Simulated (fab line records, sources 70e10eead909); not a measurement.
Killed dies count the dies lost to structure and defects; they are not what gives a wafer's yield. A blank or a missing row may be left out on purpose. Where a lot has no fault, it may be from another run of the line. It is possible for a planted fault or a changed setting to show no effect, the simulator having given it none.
fab line records / flow nand-harc
record lots=6 wafers=18 last-day=24
route steps=1159 shown THIN_TSV@1101 END@1159
lots with no fault: from the same line, run without faults
start-h: hours from the record's opening day to when the first of the lot's shown wafers began / wait-h: how many hours have passed since the lot's step before this one / " identical to the entry in the row above / L1.1+2: a single row standing in for several wafers / - value missing, or start not given / * or withheld: withheld / < > ~ a bound
route shown NAME@n: names a module that has steps shown in the file, with the first one's number in the route / usual: mean and standard deviation over wafers with no fault / same: alike in all rows / chamber/n: place in a boat / sites: the reading at each site / _std_site: standard deviation of those values / _edge_site: outer sites' mean less inner sites' / radius-mm: for every site, how far away it sits from the centre of the wafer / mask NAME#n: copy n / behind: the most recent tool/chamber to have shaped the wafer / hold: what put the lot on hold/how long, in hours/how the hold closed / device: which transistor (n, p or np) failed to switch / end of line: tests of these same wafers at the route's end / step lacking rows: just its recipe / killed: at the first sort, the dies lost to defects and structure; wafer yield is something else / map: shows each die of a wafer: x if killed, . if not, _ if none is there
set.NAME: the setting the step ran with; set.NAME@STEP: the setting that earlier step ran with / model.NAME: the simulator's own value behind a step, which no gauge read
lots at some steps of the route; a table a step, a row a wafer
services: when a tool's chamber went out of use (start-h, in hours from the record's first day, below 0 if earlier), for how many hours, and the reason
## steps
# step NHARC_THIN_TSV_GRIND_00
# recipe target-thk-um=6
# usual motor-current-A=11.998/0.024
lot.wafer=L184.2 tool=grinder-01 chamber=0 start-h=479.41 wait-h=1.5 motor-current-A=12.014
lot.wafer=L184.4 tool=grinder-01 chamber=0 start-h=479.41 wait-h=1.5 motor-current-A=11.972
lot.wafer=L184.5 tool=grinder-01 chamber=0 start-h=479.41 wait-h=1.5 motor-current-A=11.988
lot.wafer=L189.1 tool=grinder-01 chamber=0 start-h=492.54 wait-h=0.2 motor-current-A=12.015
lot.wafer=L189.2 tool=grinder-01 chamber=0 start-h=492.54 wait-h=0.2 motor-current-A=11.987
lot.wafer=L189.3 tool=grinder-01 chamber=0 start-h=492.54 wait-h=0.2 motor-current-A=12.015
lot.wafer=L187.2 tool=grinder-01 chamber=0 start-h=493.93 wait-h=1.5 motor-current-A=12.023
lot.wafer=L187.4 tool=grinder-01 chamber=0 start-h=493.93 wait-h=1.5 motor-current-A=12.012
lot.wafer=L187.6 tool=grinder-01 chamber=0 start-h=493.93 wait-h=1.5 motor-current-A=11.947
lot.wafer=L191.2 tool=grinder-01 chamber=0 start-h=520.06 wait-h=0.3 motor-current-A=12.022
lot.wafer=L191.3 tool=grinder-01 chamber=0 start-h=520.06 wait-h=0.3 motor-current-A=11.994
lot.wafer=L191.4 tool=grinder-01 chamber=0 start-h=520.06 wait-h=0.3 motor-current-A=11.989
lot.wafer=L196.3 tool=grinder-01 chamber=0 start-h=540.44 wait-h=1.8 motor-current-A=12.028
lot.wafer=L196.4 tool=grinder-01 chamber=0 start-h=540.44 wait-h=1.8 motor-current-A=12.016
lot.wafer=L196.6 tool=grinder-01 chamber=0 start-h=540.44 wait-h=1.8 motor-current-A=12.003
lot.wafer=L199.4 tool=grinder-01 chamber=0 start-h=561.91 wait-h=0.7 motor-current-A=12.037
lot.wafer=L199.5 tool=grinder-01 chamber=0 start-h=561.91 wait-h=0.7 motor-current-A=11.998
lot.wafer=L199.6 tool=grinder-01 chamber=0 start-h=561.91 wait-h=0.7 motor-current-A=11.982
# step NHARC_THIN_TSV_CMP_01
# recipe target-thk-um=3
# usual motor-current-A=12.2/0.83 retaining-ring-pressure-frac=1.000/0.0055
lot.wafer=L184.4 tool=cmp-02 chamber=3 start-h=480.45 wait-h=0.4 motor-current-A=11.3 retaining-ring-pressure-frac=0.997
lot.wafer=L184.2 tool=cmp-02 chamber=1 start-h=480.45 wait-h=0.4 motor-current-A=12.0 retaining-ring-pressure-frac=1.001
lot.wafer=L184.5 tool=cmp-02 chamber=2 start-h=480.45 wait-h=0.4 motor-current-A=11.5 retaining-ring-pressure-frac=0.995
lot.wafer=L189.3 tool=cmp-04 chamber=2 start-h=493.78 wait-h=0.6 motor-current-A=12.2 retaining-ring-pressure-frac=1.010
lot.wafer=L189.2 tool=cmp-04 chamber=3 start-h=493.78 wait-h=0.6 motor-current-A=12.6 retaining-ring-pressure-frac=1.005
lot.wafer=L189.1 tool=cmp-04 chamber=0 start-h=493.78 wait-h=0.6 motor-current-A=12.5 retaining-ring-pressure-frac=1.003
lot.wafer=L187.2 tool=cmp-04 chamber=0 start-h=494.94 wait-h=0.8 motor-current-A=12.3 retaining-ring-pressure-frac=0.994
lot.wafer=L187.4 tool=cmp-04 chamber=2 start-h=494.94 wait-h=0.8 motor-current-A=12.9 retaining-ring-pressure-frac=0.997
lot.wafer=L187.6 tool=cmp-04 chamber=1 start-h=494.94 wait-h=0.8 motor-current-A=10.8 retaining-ring-pressure-frac=1.009
lot.wafer=L191.3 tool=cmp-01 chamber=1 start-h=521.13 wait-h=0.7 motor-current-A=14.2 retaining-ring-pressure-frac=1.004
lot.wafer=L191.2 tool=cmp-01 chamber=2 start-h=521.13 wait-h=0.7 motor-current-A=12.7 retaining-ring-pressure-frac=0.993
lot.wafer=L191.4 tool=cmp-01 chamber=3 start-h=521.13 wait-h=0.7 motor-current-A=12.5 retaining-ring-pressure-frac=0.991
lot.wafer=L196.4 tool=cmp-02 chamber=3 start-h=541.30 wait-h=0.5 motor-current-A=11.4 retaining-ring-pressure-frac=0.998
lot.wafer=L196.3 tool=cmp-02 chamber=1 start-h=541.30 wait-h=0.5 motor-current-A=11.5 retaining-ring-pressure-frac=0.997
lot.wafer=L196.6 tool=cmp-02 chamber=2 start-h=541.30 wait-h=0.5 motor-current-A=10.7 retaining-ring-pressure-frac=0.997
lot.wafer=L199.4 tool=cmp-04 chamber=0 start-h=562.59 wait-h=0.5 motor-current-A=12.2 retaining-ring-pressure-frac=1.011
lot.wafer=L199.6 tool=cmp-04 chamber=2 start-h=562.59 wait-h=0.5 motor-current-A=12.5 retaining-ring-pressure-frac=0.996
lot.wafer=L199.5 tool=cmp-04 chamber=3 start-h=562.59 wait-h=0.5 motor-current-A=12.1 retaining-ring-pressure-frac=1.006
# step NHARC_THIN_TSV_THK_MEAS_02
# recipe thk-meas-gauge=ir
# usual thk-nm=3050/210
lot.wafer=L184.2 tool=film-metro-02 chamber=- start-h=480.70 wait-h=0.2 thk-nm=3073
lot.wafer=L184.4 tool=film-metro-02 chamber=- start-h=480.70 wait-h=0.2 thk-nm=2753
lot.wafer=L184.5 tool=film-metro-02 chamber=- start-h=480.70 wait-h=0.2 thk-nm=2885
lot.wafer=L189.1 tool=film-metro-01 chamber=- start-h=494.01 wait-h=- thk-nm=3040
lot.wafer=L189.2 tool=film-metro-01 chamber=- start-h=494.01 wait-h=- thk-nm=2561
lot.wafer=L189.3 tool=film-metro-01 chamber=- start-h=494.01 wait-h=- thk-nm=2944
lot.wafer=L187.2 tool=film-metro-01 chamber=- start-h=495.20 wait-h=0.2 thk-nm=3233
lot.wafer=L187.4 tool=film-metro-01 chamber=- start-h=495.20 wait-h=0.2 thk-nm=3271
lot.wafer=L187.6 tool=film-metro-01 chamber=- start-h=495.20 wait-h=0.2 thk-nm=3069
lot.wafer=L191.2 tool=film-metro-01 chamber=- start-h=521.36 wait-h=- thk-nm=2781
lot.wafer=L191.3 tool=film-metro-01 chamber=- start-h=521.36 wait-h=- thk-nm=2570
lot.wafer=L191.4 tool=film-metro-01 chamber=- start-h=521.36 wait-h=- thk-nm=2956
lot.wafer=L196.3 tool=film-metro-02 chamber=- start-h=541.54 wait-h=- thk-nm=3029
lot.wafer=L196.4 tool=film-metro-02 chamber=- start-h=541.54 wait-h=- thk-nm=2790
lot.wafer=L196.6 tool=film-metro-02 chamber=- start-h=541.54 wait-h=- thk-nm=3080
lot.wafer=L199.4 tool=film-metro-01 chamber=- start-h=562.80 wait-h=- thk-nm=3021
lot.wafer=L199.5 tool=film-metro-01 chamber=- start-h=562.80 wait-h=- thk-nm=3281
lot.wafer=L199.6 tool=film-metro-01 chamber=- start-h=562.80 wait-h=- thk-nm=3009
# step NHARC_THIN_TSV_SRD_03
# step NHARC_THIN_TSV_PRECLEAN_41
# recipe time-s=* temp-c=50 bath-age-min=0 chemistry=SC1
# step NHARC_THIN_TSV_SRD_42
# step NHARC_THIN_TSV_DEP_43
# recipe target-thk-a=13285 temp-c=withheld pressure-torr=6.5 rf-w=900 teos-flow-sccm=161.4 flow-sccm=2650 target-thk-nm=1328.5 gas=O2 material=SiO2
# usual chamber-pressure-Torr=6.499/0.014 mfc-precursor-sccm=161.5/0.52 rf-fwd-power-W=897.9/2.7 throttle-valve-pct=16.1/0.54
lot.wafer=L184.2 tool=pecvd-02 chamber=0 start-h=480.92 wait-h=- chamber-pressure-Torr=6.493 mfc-precursor-sccm=161.6 rf-fwd-power-W=895.9 throttle-valve-pct=16.6
lot.wafer=L184.4 tool=pecvd-02 chamber=0 start-h=480.92 wait-h=- chamber-pressure-Torr=6.488 mfc-precursor-sccm=161.6 rf-fwd-power-W=894.9 throttle-valve-pct=16.4
lot.wafer=L184.5 tool=pecvd-02 chamber=2 start-h=480.92 wait-h=- chamber-pressure-Torr=6.519 mfc-precursor-sccm=161.0 rf-fwd-power-W=900.1 throttle-valve-pct=15.5
lot.wafer=L189.1 tool=pecvd-02 chamber=0 start-h=494.24 wait-h=- chamber-pressure-Torr=6.486 mfc-precursor-sccm=160.6 rf-fwd-power-W=904.0 throttle-valve-pct=16.3
lot.wafer=L189.2 tool=pecvd-02 chamber=1 start-h=494.24 wait-h=- chamber-pressure-Torr=6.526 mfc-precursor-sccm=161.6 rf-fwd-power-W=896.8 throttle-valve-pct=16.8
lot.wafer=L189.3 tool=pecvd-02 chamber=2 start-h=494.24 wait-h=- chamber-pressure-Torr=6.499 mfc-precursor-sccm=162.1 rf-fwd-power-W=895.6 throttle-valve-pct=15.3
lot.wafer=L187.2 tool=pecvd-02 chamber=2 start-h=495.52 wait-h=- chamber-pressure-Torr=6.500 mfc-precursor-sccm=160.7 rf-fwd-power-W=898.0 throttle-valve-pct=15.3
lot.wafer=L187.6 tool=pecvd-02 chamber=0 start-h=495.52 wait-h=- chamber-pressure-Torr=6.485 mfc-precursor-sccm=161.5 rf-fwd-power-W=900.3 throttle-valve-pct=16.6
lot.wafer=L187.4 tool=pecvd-02 chamber=1 start-h=495.52 wait-h=- chamber-pressure-Torr=6.477 mfc-precursor-sccm=161.2 rf-fwd-power-W=899.3 throttle-valve-pct=17.0
lot.wafer=L191.3 tool=pecvd-03 chamber=1 start-h=521.63 wait-h=- chamber-pressure-Torr=6.517 mfc-precursor-sccm=162.3 rf-fwd-power-W=894.8 throttle-valve-pct=15.8
lot.wafer=L191.2 tool=pecvd-03 chamber=2 start-h=521.63 wait-h=- chamber-pressure-Torr=6.496 mfc-precursor-sccm=161.8 rf-fwd-power-W=898.2 throttle-valve-pct=15.5
lot.wafer=L191.4 tool=pecvd-03 chamber=0 start-h=521.63 wait-h=- chamber-pressure-Torr=6.497 mfc-precursor-sccm=161.3 rf-fwd-power-W=896.3 throttle-valve-pct=16.1
lot.wafer=L196.3 tool=pecvd-03 chamber=1 start-h=541.85 wait-h=- chamber-pressure-Torr=6.514 mfc-precursor-sccm=161.7 rf-fwd-power-W=896.0 throttle-valve-pct=15.8
lot.wafer=L196.6 tool=pecvd-03 chamber=0 start-h=541.85 wait-h=- chamber-pressure-Torr=6.502 mfc-precursor-sccm=161.8 rf-fwd-power-W=898.7 throttle-valve-pct=16.3
lot.wafer=L196.4 tool=pecvd-03 chamber=1 start-h=541.85 wait-h=- chamber-pressure-Torr=6.524 mfc-precursor-sccm=161.6 rf-fwd-power-W=894.1 throttle-valve-pct=15.8
lot.wafer=L199.5 tool=pecvd-03 chamber=2 start-h=563.23 wait-h=- chamber-pressure-Torr=6.492 mfc-precursor-sccm=162.5 rf-fwd-power-W=902.2 throttle-valve-pct=15.8
lot.wafer=L199.6 tool=pecvd-03 chamber=0 start-h=563.23 wait-h=- chamber-pressure-Torr=6.507 mfc-precursor-sccm=161.5 rf-fwd-power-W=895.5 throttle-valve-pct=16.1
lot.wafer=L199.4 tool=pecvd-03 chamber=1 start-h=563.23 wait-h=- chamber-pressure-Torr=6.483 mfc-precursor-sccm=161.4 rf-fwd-power-W=895.6 throttle-valve-pct=15.6
# step NHARC_THIN_TSV_DEHYDRATE_04
# recipe temp-c=150 time-s=120
# step NHARC_THIN_TSV_HMDS_05
# recipe time-s=30
# step NHARC_THIN_TSV_COAT_06
# recipe spin-rpm=*
# step NHARC_THIN_TSV_SOFTBAKE_07
# recipe temp-c=122 time-s=95
# step NHARC_THIN_TSV_EBR_08
# step NHARC_THIN_TSV_EXPOSE_09
# recipe na=0.55 dose-mj=30.7 mask-id=TSV
# usual exposure-dose-mJ-cm2=30.70/0.031
lot.wafer=L184.2 tool=krf-scanner-03 chamber=0 start-h=481.47 wait-h=- mask=TSV#0 exposure-dose-mJ-cm2=30.64
lot.wafer=L184.4 tool=krf-scanner-03 chamber=0 start-h=481.47 wait-h=- mask=TSV#0 exposure-dose-mJ-cm2=30.67
lot.wafer=L184.5 tool=krf-scanner-03 chamber=0 start-h=481.47 wait-h=- mask=TSV#0 exposure-dose-mJ-cm2=30.66
lot.wafer=L189.1 tool=krf-scanner-01 chamber=0 start-h=494.81 wait-h=- mask=TSV#0 exposure-dose-mJ-cm2=30.72
lot.wafer=L189.2 tool=krf-scanner-01 chamber=0 start-h=494.81 wait-h=- mask=TSV#0 exposure-dose-mJ-cm2=30.70
lot.wafer=L189.3 tool=krf-scanner-01 chamber=0 start-h=494.81 wait-h=- mask=TSV#0 exposure-dose-mJ-cm2=30.75
lot.wafer=L187.2 tool=krf-scanner-01 chamber=0 start-h=496.01 wait-h=- mask=TSV#0 exposure-dose-mJ-cm2=17.00
lot.wafer=L187.4 tool=krf-scanner-01 chamber=0 start-h=496.01 wait-h=- mask=TSV#0 exposure-dose-mJ-cm2=17.06
lot.wafer=L187.6 tool=krf-scanner-01 chamber=0 start-h=496.01 wait-h=- mask=TSV#0 exposure-dose-mJ-cm2=17.06
lot.wafer=L191.2 tool=krf-scanner-01 chamber=0 start-h=522.27 wait-h=- mask=TSV#0 exposure-dose-mJ-cm2=17.04
lot.wafer=L191.3 tool=krf-scanner-01 chamber=0 start-h=522.27 wait-h=- mask=TSV#0 exposure-dose-mJ-cm2=17.04
lot.wafer=L191.4 tool=krf-scanner-01 chamber=0 start-h=522.27 wait-h=- mask=TSV#0 exposure-dose-mJ-cm2=17.04
lot.wafer=L196.3 tool=krf-scanner-02 chamber=0 start-h=542.46 wait-h=- mask=TSV#0 exposure-dose-mJ-cm2=30.73
lot.wafer=L196.4 tool=krf-scanner-02 chamber=0 start-h=542.46 wait-h=- mask=TSV#0 exposure-dose-mJ-cm2=30.71
lot.wafer=L196.6 tool=krf-scanner-02 chamber=0 start-h=542.46 wait-h=- mask=TSV#0 exposure-dose-mJ-cm2=30.70
lot.wafer=L199.4 tool=krf-scanner-02 chamber=0 start-h=563.78 wait-h=- mask=TSV#0 exposure-dose-mJ-cm2=30.76
lot.wafer=L199.5 tool=krf-scanner-02 chamber=0 start-h=563.78 wait-h=- mask=TSV#0 exposure-dose-mJ-cm2=30.73
lot.wafer=L199.6 tool=krf-scanner-02 chamber=0 start-h=563.78 wait-h=- mask=TSV#0 exposure-dose-mJ-cm2=30.73
# step NHARC_THIN_TSV_PEB_10
# recipe peb-temp-c=118 peb-time-s=85
# step NHARC_THIN_TSV_DEVELOP_11
# recipe time-s=70
# step NHARC_THIN_TSV_CD_MEAS_12
# recipe target-cd-nm=1000 landing-energy-ev=500
# usual cd-nm=1000.9/2.1
# same landing-energy-ev=500
lot.wafer=L184.2 tool=cd-sem-03 chamber=0 start-h=481.63 wait-h=- cd-nm=1000.5
lot.wafer=L184.4 tool=cd-sem-03 chamber=0 start-h=481.63 wait-h=- cd-nm=1001.3
lot.wafer=L184.5 tool=cd-sem-03 chamber=0 start-h=481.63 wait-h=- cd-nm=1000.3
lot.wafer=L189.1 tool=cd-sem-01 chamber=0 start-h=494.97 wait-h=- cd-nm=1001.6
lot.wafer=L189.2 tool=cd-sem-01 chamber=0 start-h=494.97 wait-h=- cd-nm=1002.1
lot.wafer=L189.3 tool=cd-sem-01 chamber=0 start-h=494.97 wait-h=- cd-nm=1001.9
lot.wafer=L187.2 tool=cd-sem-01 chamber=0 start-h=496.17 wait-h=- cd-nm=993.7
lot.wafer=L187.4 tool=cd-sem-01 chamber=0 start-h=496.17 wait-h=- cd-nm=993.7
lot.wafer=L187.6 tool=cd-sem-01 chamber=0 start-h=496.17 wait-h=- cd-nm=995.7
lot.wafer=L191.2 tool=cd-sem-03 chamber=0 start-h=522.42 wait-h=- cd-nm=991.6
lot.wafer=L191.3 tool=cd-sem-03 chamber=0 start-h=522.42 wait-h=- cd-nm=988.0
lot.wafer=L191.4 tool=cd-sem-03 chamber=0 start-h=522.42 wait-h=- cd-nm=990.6
lot.wafer=L196.3 tool=cd-sem-02 chamber=0 start-h=542.62 wait-h=- cd-nm=997.2
lot.wafer=L196.4 tool=cd-sem-02 chamber=0 start-h=542.62 wait-h=- cd-nm=1000.8
lot.wafer=L196.6 tool=cd-sem-02 chamber=0 start-h=542.62 wait-h=- cd-nm=998.1
lot.wafer=L199.4 tool=cd-sem-02 chamber=0 start-h=563.93 wait-h=- cd-nm=1001.3
lot.wafer=L199.5 tool=cd-sem-02 chamber=0 start-h=563.93 wait-h=- cd-nm=1002.1
lot.wafer=L199.6 tool=cd-sem-02 chamber=0 start-h=563.93 wait-h=- cd-nm=1000.4
# step NHARC_THIN_TSV_HARDBAKE_13
# recipe temp-c=125 time-s=80
# step NHARC_END_SORT_01
# recipe temp-c=25
# usual defect-limited-yield=95.2/1.3 killed-at-array=29/9.4 killed-at-other=0.7/1.3 killed-at-periphery=2.9/2.1 killed-dies=32/9 killed-open=3.3/1.8 killed-short=1.9/1.4 sort_bin_2_pct=1.4/0.53 sort_bin_3_pct=0.28/0.21 sort_bin_4_pct=3.1/0.91 sort-n-pass=645/9 sort-rim-yield-pct=97.4/1.7 sort-yield-pct=95.2/1.3
# same gross-dies=677 sort_bin_5_pct[%]=0 sort_bin_6_pct[%]=0 sort_bin_7_pct[%]=0 sort_bin_8_pct[%]=0 sort-rim-n-gross=106.00
lot.wafer=L184.2 tool=prober-02 chamber=0 start-h=496.27 wait-h=2.8 defect-limited-yield[%]=97.0 killed-at-array=19 killed-at-other=0 killed-at-periphery=1 killed-dies=20 killed-open=2 killed-short=1 sort_bin_2_pct[%]=0.7 sort_bin_3_pct[%]=0.30 sort_bin_4_pct[%]=1.9 sort-n-pass=657 sort-rim-yield-pct[%]=96.2 sort-yield-pct[%]=97.0
lot.wafer=L184.4 tool=prober-02 chamber=0 start-h=497.85 wait-h=3.4 defect-limited-yield[%]=96.5 killed-at-array=22 killed-at-other=0 killed-at-periphery=2 killed-dies=24 killed-open=3 killed-short=3 sort_bin_2_pct[%]=1.2 sort_bin_3_pct[%]=0.44 sort_bin_4_pct[%]=1.9 sort-n-pass=653 sort-rim-yield-pct[%]=99.1 sort-yield-pct[%]=96.5
lot.wafer=L184.5 tool=prober-02 chamber=0 start-h=498.64 wait-h=3.7 defect-limited-yield[%]=96.2 killed-at-array=23 killed-at-other=0 killed-at-periphery=3 killed-dies=26 killed-open=3 killed-short=1 sort_bin_2_pct[%]=0.7 sort_bin_3_pct[%]=0.44 sort_bin_4_pct[%]=2.7 sort-n-pass=651 sort-rim-yield-pct[%]=100.0 sort-yield-pct[%]=96.2
lot.wafer=L189.1 tool=prober-01 chamber=0 start-h=518.77 wait-h=2.5 defect-limited-yield[%]=96.8 killed-at-array=15 killed-at-other=4 killed-at-periphery=3 killed-dies=22 killed-open=1 killed-short=6 sort_bin_2_pct[%]=1.0 sort_bin_3_pct[%]=0.30 sort_bin_4_pct[%]=1.9 sort-n-pass=655 sort-rim-yield-pct[%]=99.1 sort-yield-pct[%]=96.8
lot.wafer=L189.2 tool=prober-01 chamber=0 start-h=519.58 wait-h=2.8 defect-limited-yield[%]=96.3 killed-at-array=18 killed-at-other=1 killed-at-periphery=6 killed-dies=25 killed-open=5 killed-short=4 sort_bin_2_pct[%]=1.5 sort_bin_3_pct[%]=0 sort_bin_4_pct[%]=2.2 sort-n-pass=652 sort-rim-yield-pct[%]=98.1 sort-yield-pct[%]=96.3
lot.wafer=L189.3 tool=prober-01 chamber=0 start-h=520.38 wait-h=3.1 defect-limited-yield[%]=96.5 killed-at-array=20 killed-at-other=1 killed-at-periphery=3 killed-dies=24 killed-open=3 killed-short=2 sort_bin_2_pct[%]=1.2 sort_bin_3_pct[%]=0.59 sort_bin_4_pct[%]=1.8 sort-n-pass=653 sort-rim-yield-pct[%]=97.2 sort-yield-pct[%]=96.5
# killed by level:class
L184.2 A_CHANNEL_HOLE_D1:chamber-film-flake=8 A_CONTACT:chamber-film-flake=6 P_CONTACT:geometric-particle:open=1 A_SGD_CUT:geometric-particle:short=1 A_M1:geometric-particle:open=1 A_ZERO_WELL:chamber-film-flake=1 A_CHANNEL_FILL_D1:chamber-film-flake=1 A_STAIRCASE:chamber-film-flake=1
L184.4 A_CHANNEL_HOLE_D1:chamber-film-flake=11 A_CONTACT:chamber-film-flake=3 A_ONON_D1:geometric-particle:open=2 A_STAIRCASE:chamber-film-flake=2 P_M0:geometric-particle:open=1 A_SOURCE_PLATE:geometric-particle:short=1 A_SGD_CUT:geometric-particle:short=1 A_WL_FILL:geometric-particle:short=1
L184.5 A_CHANNEL_HOLE_D1:chamber-film-flake=14 A_CONTACT:chamber-film-flake=5 A_CHANNEL_FILL_D1:geometric-particle:open=2 P_CONTACT:geometric-particle:open=1 P_CONTACT:geometric-particle:short=1 P_ZERO_WELL:chamber-film-flake=1 A_STAIRCASE:chamber-film-flake=1 A_SLIT:chamber-film-flake=1
L189.1 A_CONTACT:chamber-film-flake=6 A_CHANNEL_HOLE_D1:chamber-film-flake=5 STARTING-WAFER:geometric-particle:short=2 THIN_TSV:chamber-film-flake=2 P_CONTACT:geometric-particle:short=1 P_M0:geometric-particle:short=1 A_ONON_D1:geometric-particle:short=1 A_CONTACT:geometric-particle:short=1
L189.2 A_CHANNEL_HOLE_D1:chamber-film-flake=6 A_CONTACT:chamber-film-flake=3 P_BONDPAD:chamber-film-flake=2 P_STI:geometric-particle:short=1 P_CONTACT:geometric-particle:short=1 P_M0:geometric-particle:short=1 P_M1:geometric-particle:short=1 A_CHANNEL_HOLE_D1:geometric-particle:open=1
L189.3 A_CHANNEL_HOLE_D1:chamber-film-flake=5 A_CONTACT:chamber-film-flake=4 A_STAIRCASE:chamber-film-flake=3 A_CONTACT:geometric-particle:short=2 P_BONDPAD:chamber-film-flake=2 A_SGD_CUT:chamber-film-flake=2 P_M1:geometric-particle:open=1 A_CONTACT:geometric-particle:open=1
## services
tool=pecvd-03 chamber=- start-h=473.39 hours=13.0 kind=pm
tool=pecvd-03 chamber=0 start-h=473.39 hours=13.0 kind=vent-cycle
tool=pecvd-03 chamber=1 start-h=473.39 hours=13.0 kind=vent-cycle
tool=pecvd-03 chamber=2 start-h=473.39 hours=13.0 kind=vent-cycle
tool=cmp-01 chamber=- start-h=478.34 hours=4.0 kind=pm
tool=krf-scanner-02 chamber=- start-h=484.64 hours=0.2 kind=repair
tool=krf-scanner-02 chamber=0 start-h=484.95 hours=- kind=calibration
tool=pecvd-03 chamber=0 start-h=486.39 hours=- kind=clean
tool=pecvd-03 chamber=1 start-h=486.39 hours=- kind=clean
tool=pecvd-03 chamber=2 start-h=486.39 hours=- kind=clean
tool=cmp-04 chamber=- start-h=497.00 hours=4.0 kind=pm
tool=cmp-04 chamber=- start-h=501.00 hours=- kind=consumable-replace:conditioner
tool=cmp-04 chamber=- start-h=501.00 hours=- kind=consumable-replace:pad
tool=krf-scanner-03 chamber=- start-h=512.00 hours=4.0 kind=pm
tool=pecvd-02 chamber=- start-h=515.59 hours=13.0 kind=pm
tool=pecvd-02 chamber=0 start-h=515.59 hours=13.0 kind=vent-cycle
tool=pecvd-02 chamber=1 start-h=515.59 hours=13.0 kind=vent-cycle
tool=pecvd-02 chamber=2 start-h=515.59 hours=13.0 kind=vent-cycle
tool=cmp-02 chamber=- start-h=520.66 hours=4.0 kind=pm
tool=cmp-02 chamber=- start-h=524.66 hours=- kind=consumable-replace:conditioner
tool=pecvd-02 chamber=0 start-h=528.59 hours=- kind=clean
tool=pecvd-02 chamber=1 start-h=528.59 hours=- kind=clean
tool=pecvd-02 chamber=2 start-h=528.59 hours=- kind=clean
tool=krf-scanner-02 chamber=- start-h=554.00 hours=4.0 kind=pm
## key
first-sign step=NHARC_THIN_TSV_EXPOSE_09 reading=exposure-dose-mJ-cm2 direction=down sigmas=99+ usual=30.70 struck=17.04
effect step=NHARC_THIN_TSV_CD_MEAS_12 reading=cd-nm direction=down sigmas=4.2 usual=1000.9 struck=992.2
met-at NHARC_THIN_TSV_EXPOSE_09
struck-wafers L187.2,L187.4,L187.6,L191.2,L191.3,L191.4
onset-between 494.81 496.01
fault kind=process-parameter-drift tool=krf-scanner-01 chamber=- onset-h=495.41 steps=NHARC_THIN_TSV_EXPOSE_09 channel=dose-mj offset=-13.661 shape=step acts-in=these-recipes-only stated=30.7
